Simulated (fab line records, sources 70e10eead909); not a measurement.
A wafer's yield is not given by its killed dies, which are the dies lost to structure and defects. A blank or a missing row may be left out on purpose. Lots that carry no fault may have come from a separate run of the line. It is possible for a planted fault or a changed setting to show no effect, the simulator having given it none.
fab line records	flow nand_harc
[record] lots = 14	wafers = 42	last_day = 24
route steps=1159 shown A_M0@1020 A_M1@1037
lots that met no fault: taken from a fault-free run of the same line
start_h: start of the lot's first displayed wafer, in hours after the record's first day	wait_h: hours since the lot's step before	" repeats the value in the row above	L1.1+2: a row that stands for several wafers	- no value, or no start was given	* or withheld: withheld	< > ~ a bound
route shown NAME@n: names a module that has steps shown in the file, with the first one's number in the route	usual: mean/standard deviation taken from wafers without a fault	same: alike in all rows	chamber/n: place in a boat	sites: each site's reading	_std_site: the standard deviation of these	_edge_site: outer sites' mean less inner sites'	radius_mm: for every site, how far away it sits from the centre of the wafer	mask NAME#n: copy n	behind: tool/chamber where the wafer was last shaped	hold: why the lot was held/for how many hours/how that ended	device: the transistor (n, p or np) that didn't switch	end of line: the same wafers' tests at the end of the route	a step given without rows: its recipe and nothing more	killed: not the wafer's yield, but the dies lost to structure and defects at the first sort	map: shows each die of a wafer: x if killed, . if not, _ if none is there
set.NAME: the setting as run; set.NAME@STEP: as run at that earlier step	model.NAME: the simulator's own value behind a step, which no gauge read
the route's steps for a sample of lots (tables are steps, rows are wafers)
services: a tool's chamber out of use, with start hour (start_h, from the record's first day; less than 0 if before it), hours out, and reason
[[steps]]
[step NHARC_A_M0_THK_MEAS_24]
[recipe] thk_meas_gauge = xrf
[usual] thk_nm = 114.1/1.4
lot.wafer	tool	chamber	start_h	wait_h	thk_nm
L958.1	film_metro-02	-	408.12	-	114.3
L958.2	"	-	"	"	115.2
L958.5	"	-	"	"	113.9
L960.1	film_metro-02	-	434.27	-	114.1
L960.2	"	-	"	"	115.0
L960.3	"	-	"	"	114.3
L965.1	film_metro-02	-	451.42	-	113.8
L965.2	"	-	"	"	114.4
L965.6	"	-	"	"	113.8
L963.1	film_metro-02	-	451.85	-	112.5
L963.4	"	-	"	"	113.3
L963.5	"	-	"	"	115.6
L968.2	film_metro-01	-	461.27	-	114.2
L968.5	"	-	"	"	115.7
L968.6	"	-	"	"	115.9
L969.1	film_metro-02	-	476.99	-	112.6
L969.2	"	-	"	"	112.7
L969.4	"	-	"	"	113.0
L970.1	film_metro-01	-	493.14	-	115.2
L970.4	"	-	"	"	114.3
L970.6	"	-	"	"	114.6
L972.2	film_metro-02	-	509.03	-	114.5
L972.4	"	-	"	"	115.6
L972.5	"	-	"	"	115.9
L973.2	film_metro-01	-	513.19	-	114.3
L973.3	"	-	"	"	114.6
L973.5	"	-	"	"	115.1
L976.1	film_metro-02	-	524.25	-	110.8
L976.4	"	-	"	"	111.2
L976.5	"	-	"	"	113.7
L974.1	film_metro-02	-	524.92	-	116.0
L974.3	"	-	"	"	114.7
L974.6	"	-	"	"	115.9
L977.2	film_metro-01	-	527.54	-	114.7
L977.3	"	-	"	"	115.3
L977.6	"	-	"	"	112.8
L978.2	film_metro-01	-	540.07	-	113.5
L978.3	"	-	"	"	112.6
L978.4	"	-	"	"	113.8
L979.1	film_metro-02	-	544.14	-	114.4
L979.2	"	-	"	"	118.1
L979.4	"	-	"	"	116.6
[step NHARC_A_M1_OVL_MEAS_10]
[recipe] pitch_nm = 240
[usual] overlay_x_nm = -0.1/0.77	overlay_y_nm = 0.0/0.72
lot.wafer	tool	chamber	start_h	wait_h	overlay_x_nm	overlay_y_nm
L958.1	overlay-01	-	409.76	-	0.4	1.0
L958.2	"	-	"	"	0.2	0.3
L958.5	"	-	"	"	0.2	0.5
L960.1	overlay-02	-	435.89	-	1.2	1.0
L960.2	"	-	"	"	0.5	1.2
L960.3	"	-	"	"	0.7	1.0
L965.1	overlay-02	-	452.95	-	-1.1	0.7
L965.2	"	-	"	"	-0.3	0.8
L965.6	"	-	"	"	-0.9	1.2
L963.1	overlay-01	-	453.36	-	-1.3	-1.0
L963.4	"	-	"	"	-2.2	-1.1
L963.5	"	-	"	"	-1.4	-0.5
L968.2	overlay-01	-	462.79	-	-2.0	0.1
L968.5	"	-	"	"	-2.0	-0.5
L968.6	"	-	"	"	-1.9	-0.3
L969.1	overlay-01	-	478.52	-	-0.8	-1.1
L969.2	"	-	"	"	-1.2	-1.2
L969.4	"	-	"	"	-1.4	-1.0
L970.1	overlay-02	-	494.63	-	-0.2	0.9
L970.4	"	-	"	"	0.2	0.2
L970.6	"	-	"	"	-0.5	0.4
L972.2	overlay-01	-	510.74	-	-0.5	-0.2
L972.4	"	-	"	"	-0.6	-0.4
L972.5	"	-	"	"	-0.4	-0.1
L973.2	overlay-02	-	514.90	-	0.4	-0.5
L973.3	"	-	"	"	0.5	-1.0
L973.5	"	-	"	"	0.2	-1.3
L976.1	overlay-02	-	525.89	-	-0.3	-0.4
L976.4	"	-	"	"	0.1	0.5
L976.5	"	-	"	"	0.5	0.4
L974.1	overlay-02	-	527.23	-	-0.5	0.0
L974.3	"	-	"	"	-0.1	-0.8
L974.6	"	-	"	"	-0.5	-0.8
L977.2	overlay-02	-	529.17	-	-0.5	0.3
L977.3	"	-	"	"	-0.8	0.0
L977.6	"	-	"	"	-0.8	0.2
L978.2	overlay-02	-	542.00	-	0.3	-0.1
L978.3	"	-	"	"	0.9	0.0
L978.4	"	-	"	"	0.6	0.0
L979.1	overlay-01	-	545.80	-	0.0	-0.6
L979.2	"	-	"	"	-1.0	-0.8
L979.4	"	-	"	"	-0.5	-0.4
[step NHARC_A_M1_ETCH_28]
[recipe] target_depth_a = 300	over_etch_frac = 0.3	time_s = 72.99	ion_energy_ev = 150	cf4_flow_sccm = 50	n2_flow_sccm = 100	ar_flow_sccm = 150	rf_w = 300	bias_w = 100	chemistry = CF4/N2
[usual] bias_w = 100.0/0.32	cf4_flow_sccm = 50.00/0.15	drypump_motor_current_A = 5.43/0.28	mfc_ar_sccm = 150.0/0.48	oes_product_au = 0.998/0.0076	over_etch_frac = 0.3/0	rf_vpp_V = 313.3/1.7	showerhead_plenum_p_Torr = 2.58/0.091	throttle_valve_pct = 19.794/0.0087
lot.wafer	tool	chamber	start_h	wait_h	bias_w	cf4_flow_sccm	drypump_motor_current_A	mfc_ar_sccm	oes_product_au	over_etch_frac	rf_hours_counter_h	rf_vpp_V	showerhead_plenum_p_Torr	throttle_valve_pct
L958.1	rie_diel-03	1	410.49	-	100.3	49.99	5.74	149.7	1.004	0.3	0	311.9	2.45	19.793
L958.2	"	3	"	"	99.8	49.76	5.45	150.5	0.989	0.3	0	316.1	2.71	19.792
L958.5	"	1	"	"	99.8	50.15	5.71	149.4	1.002	0.3	-	311.3	2.45	19.801
L960.1	rie_diel-03	1	436.61	-	100.0	50.21	5.72	149.9	1.001	0.3	2	310.7	2.45	19.799
L960.3	"	2	"	"	100.2	49.62	5.36	149.3	1.011	0.3	1	311.4	2.45	19.786
L960.2	"	0	"	"	100.2	50.01	5.01	149.9	1.008	0.3	2	312.6	2.58	19.798
L965.2	rie_diel-01	3	453.68	-	-	-	-	-	-	-	-	-	-	-
L965.1	"	1	"	"	-	-	-	-	-	-	-	-	-	-
L965.6	"	2	"	"	-	-	-	-	-	-	-	-	-	-
L963.4	rie_diel-03	2	454.09	-	-	-	-	-	-	-	-	-	-	-
L963.1	"	3	"	"	-	-	-	-	-	-	-	-	-	-
L963.5	"	0	"	"	-	-	-	-	-	-	-	-	-	-
L968.2	rie_diel-01	1	463.55	-	100.1	50.26	5.38	149.5	0.993	0.3	11	311.8	2.55	19.801
L968.6	"	1	"	"	100.0	50.00	5.32	149.8	0.996	0.3	-	313.5	2.55	19.800
L968.5	"	2	"	"	99.9	50.07	4.92	150.0	0.984	0.3	-	314.6	2.66	19.795
L969.4	rie_diel-03	3	479.24	-	100.2	49.92	5.45	149.5	0.993	0.3	4	315.5	2.71	19.786
L969.2	"	0	"	"	100.2	50.03	5.01	149.8	0.999	0.3	4	313.5	2.58	19.788
L969.1	"	1	"	"	100.0	49.88	5.74	150.2	0.993	0.3	5	312.0	2.45	19.788
L970.4	rie_diel-13	1	495.35	-	99.9	49.95	5.43	149.8	1.006	0.3	1	314.1	2.65	19.799
L970.1	"	0	"	"	100.3	50.10	5.66	150.4	0.993	0.3	1	313.1	2.55	19.791
L970.6	"	2	"	"	100.1	50.06	5.18	150.0	1.001	0.3	-	310.9	2.49	19.802
L972.2	rie_diel-13	2	511.51	-	100.7	49.96	5.17	150.7	1.002	0.3	1	312.6	2.49	19.797
L972.5	"	0	"	"	100.4	49.98	5.62	149.8	1.013	0.3	-	313.7	2.55	19.789
L972.4	"	1	"	"	99.8	50.06	5.43	149.8	0.994	0.3	-	316.0	2.65	19.780
L973.3	rie_diel-03	1	515.63	-	99.9	50.16	5.73	150.6	1.007	0.3	7	310.7	2.45	19.799
L973.2	"	2	"	"	100.0	50.27	5.36	150.8	1.002	0.3	7	310.0	2.45	19.797
L973.5	"	3	"	"	100.0	49.98	5.47	150.5	0.986	0.3	-	315.4	2.71	19.799
L976.4	rie_diel-13	3	526.61	-	99.4	49.66	5.73	150.2	0.999	0.3	1	316.2	2.70	19.800
L976.1	"	1	"	"	100.3	50.07	5.40	151.3	1.014	0.3	1	313.9	2.65	19.794
L976.5	"	2	"	"	99.3	49.98	5.17	150.4	0.999	0.3	-	311.6	2.49	19.778
L974.3	rie_diel-13	3	527.96	-	100.4	49.78	5.72	151.3	0.998	0.3	1	315.3	2.70	19.793
L974.1	"	0	"	"	100.0	49.97	5.63	149.9	0.999	0.3	2	311.2	2.55	19.778
L974.6	"	1	"	"	100.3	50.31	5.41	150.1	0.998	0.3	-	313.3	2.65	19.797
L977.3	rie_diel-01	1	529.89	-	100.2	49.86	5.37	149.5	0.989	0.3	2	314.5	2.55	19.796
L977.2	"	0	"	"	99.7	50.24	5.60	150.0	0.988	0.3	2	315.0	2.67	19.796
L977.6	"	2	"	"	99.4	50.09	4.92	150.3	0.992	0.3	-	314.5	2.66	19.785
L978.2	rie_diel-01	1	542.72	-	99.6	50.16	5.36	150.8	1.003	0.3	3	312.9	2.55	19.787
L978.3	"	2	"	"	100.3	50.08	4.92	149.4	1.002	0.3	2	313.8	2.66	19.794
L978.4	"	3	"	"	100.5	49.79	5.95	150.1	0.995	0.3	3	315.2	2.66	19.802
L979.2	rie_diel-03	0	546.53	-	100.3	49.59	5.02	149.8	1.003	0.3	9	312.5	2.57	19.798
L979.1	"	1	"	"	100.0	50.08	5.71	150.1	1.005	0.3	9	310.9	2.45	19.784
L979.4	"	2	"	"	99.6	49.89	5.35	150.2	1.015	0.3	9	311.9	2.45	19.791
[step NHARC_A_M1_ANNEAL_31]
[recipe] temp_c = 225	time_s = 90
[usual] wafer_temp_C_max = 225.86/0.28
lot.wafer	tool	chamber	start_h	wait_h	wafer_temp_C_max
L958.1	rtp_anneal-02	0	411.62	0.3	225.61
L958.2	"	0	"	"	225.82
L958.5	"	0	"	"	225.25
L960.1	rtp_anneal-01	0	437.76	0.3	225.96
L960.2	"	0	"	"	225.59
L960.3	"	0	"	"	225.76
L965.1	rtp_anneal-02	0	454.84	-	225.74
L965.2	"	0	"	"	225.45
L965.6	"	0	"	"	225.96
L963.1	rtp_anneal-01	0	455.23	-	226.65
L963.4	"	0	"	"	226.20
L963.5	"	0	"	"	225.92
L968.2	rtp_anneal-02	0	464.85	0.4	225.76
L968.5	"	0	"	"	225.99
L968.6	"	0	"	"	225.84
L969.1	rtp_anneal-02	0	480.38	0.3	225.47
L969.2	"	0	"	"	225.61
L969.4	"	0	"	"	225.75
L970.1	rtp_anneal-02	0	496.49	-	225.74
L970.4	"	0	"	"	225.86
L970.6	"	0	"	"	225.66
L972.2	rtp_anneal-02	0	512.89	0.5	225.84
L972.4	"	0	"	"	225.96
L972.5	"	0	"	"	225.84
L973.2	rtp_anneal-01	0	516.80	-	225.87
L973.3	"	0	"	"	226.04
L973.5	"	0	"	"	226.00
L976.1	rtp_anneal-01	0	527.86	-	226.11
L976.4	"	0	"	"	226.49
L976.5	"	0	"	"	225.96
L974.1	rtp_anneal-02	0	529.08	0.3	225.76
L974.3	"	0	"	"	225.76
L974.6	"	0	"	"	225.77
L977.2	rtp_anneal-02	0	531.09	0.3	225.42
L977.3	"	0	"	"	225.73
L977.6	"	0	"	"	225.73
L978.2	rtp_anneal-01	0	543.90	-	226.22
L978.3	"	0	"	"	225.86
L978.4	"	0	"	"	226.08
L979.1	rtp_anneal-02	0	547.69	0.3	225.24
L979.2	"	0	"	"	225.76
L979.4	"	0	"	"	225.44
[[services]]
tool	chamber	start_h	hours	kind
rie_diel-03	-	392.30	9.0	pm
rie_diel-03	0	392.30	9.0	vent_cycle
rie_diel-03	1	392.30	9.0	vent_cycle
rie_diel-03	2	392.30	11.0	vent_cycle
rie_diel-03	3	392.30	9.0	vent_cycle
rie_diel-13	3	396.94	2.5	repair
rie_diel-01	0	401.18	2.2	repair
rie_diel-03	0	401.30	-	clean
rie_diel-03	1	401.30	-	clean
rie_diel-03	3	401.30	-	clean
rie_diel-01	3	420.44	7.2	repair
rie_diel-13	1	424.98	12.3	repair
rie_diel-03	0	432.15	1.8	repair
rie_diel-03	-	446.19	0.1	repair
rie_diel-13	-	453.00	9.0	pm
rie_diel-03	-	457.98	0.3	repair
rie_diel-01	1	458.10	4.9	repair
rie_diel-01	-	491.80	9.0	pm
rie_diel-13	1	496.12	12.2	repair
rie_diel-13	-	500.52	0.2	repair
rie_diel-13	3	505.57	6.3	repair
rie_diel-01	2	508.15	16.4	repair
rie_diel-13	-	522.48	1.9	repair
rie_diel-01	3	545.02	22.7	repair
[[key]]
[first_sign] step = NHARC_A_M1_ETCH_28	reading = tool_record	direction = missing
effect none on later readings
met_at NHARC_A_M1_ETCH_28
struck_lots L963,L965
later_rows_left_out L963.1,L963.4,L963.5,L965.1,L965.2,L965.6
sort_left_out L963.1,L963.4,L963.5,L965.1,L965.2,L965.6
not_acting_at NHARC_A_M0_THK_MEAS_24,NHARC_A_M1_OVL_MEAS_10,NHARC_A_M1_ANNEAL_31
onset_between 436.61 453.68
[fault] kind = skipped_step_whole	tool = rie_diel-01,rie_diel-03	chamber = -	onset_h = 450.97	steps = NHARC_A_M1_ETCH_28	scope = struck_lots_only
// sort_left_out: the simulated sort isn't trusted on such a fault, so these wafers' sort isn't shown, and their yield isn't known
// later_rows_left_out: the simulator's readings of these wafers behind a module that went badly wrong aren't trusted and aren't shown, but for the sort
